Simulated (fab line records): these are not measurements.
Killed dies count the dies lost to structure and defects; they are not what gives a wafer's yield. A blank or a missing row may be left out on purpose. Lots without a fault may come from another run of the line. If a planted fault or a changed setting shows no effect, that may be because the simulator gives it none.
Chamber matching + flow nand-harc + NHARC_A_CHANNEL_FILL_D1_CMP_10 on cmp-01: 4 sister chambers
The step polishes, target thk 150 nm. 8 wafers are shown with their chamber, then 8 later ones without.

## EACH WAFER AND ITS CHAMBER
| wafer  | chamber | motor-current-A (A) | edge-zone-pressure-frac |
|--------|---------|---------------------|-------------------------|
| L074.4 | 1       | 11.0                | 0.997                   |
| L081.2 | 2       | 10.5                | 1.005                   |
| L084.3 | 2       | 10.9                | 1.005                   |
| L084.4 | 3       | 13.8                | 1.004                   |
| L087.2 | 1       | 11.1                | 0.996                   |
| L087.4 | 0       | 11.4                | 1.003                   |
| L087.5 | 0       | 11.2                | 0.999                   |
| L090.3 | 3       | 14.1                | 0.998                   |

## WAFERS WHOSE CHAMBER IS MISSING
| wafer  | motor-current-A (A) | edge-zone-pressure-frac |
|--------|---------------------|-------------------------|
| L090.4 | 11.3                | 1.011                   |
| L090.5 | 12.9                | 0.998                   |
| L091.2 | 11.9                | 0.995                   |
| L091.5 | 11.7                | 0.998                   |
| L091.6 | 11.1                | 0.997                   |
| L096.1 | 13.6                | 1.000                   |
| L096.2 | 10.7                | 1.002                   |
| L096.4 | 11.7                | 1.009                   |

## THE CHAMBER EACH PASSED THROUGH
| wafer  | from the rows above          | in truth |
|--------|------------------------------|----------|
| L090.4 | can't be placed: 2 or 0 or 1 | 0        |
| L090.5 | 3                            | 3        |
| L091.2 | can't be placed: 0 or 1      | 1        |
| L091.5 | can't be placed: 0 or 1      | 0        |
| L091.6 | can't be placed: 1 or 0      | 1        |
| L096.1 | 3                            | 3        |
| L096.2 | can't be placed: 2 or 1 or 0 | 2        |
| L096.4 | can't be placed: 0 or 2      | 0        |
Correct placement for 2 of the 8. These rows do not allow placing 6 (true chamber among the candidates in 6). Number placed wrongly: 0.
How it was worked out, from the rows above alone: a wafer's distance from a chamber is the root of the sum, over the readings, of the square of ((its reading less the chamber's mean) divided by the reading's scatter). If the next closest chamber is less than 2 further off than the closest, the wafer can't be placed; otherwise it belongs to the closest. The mean given for a chamber averages the wafers shown for that chamber. How the scatter is found: for the shown wafers, subtract from each reading the mean of its chamber, square and add these, divide the total by (wafers less chambers), then take the root.
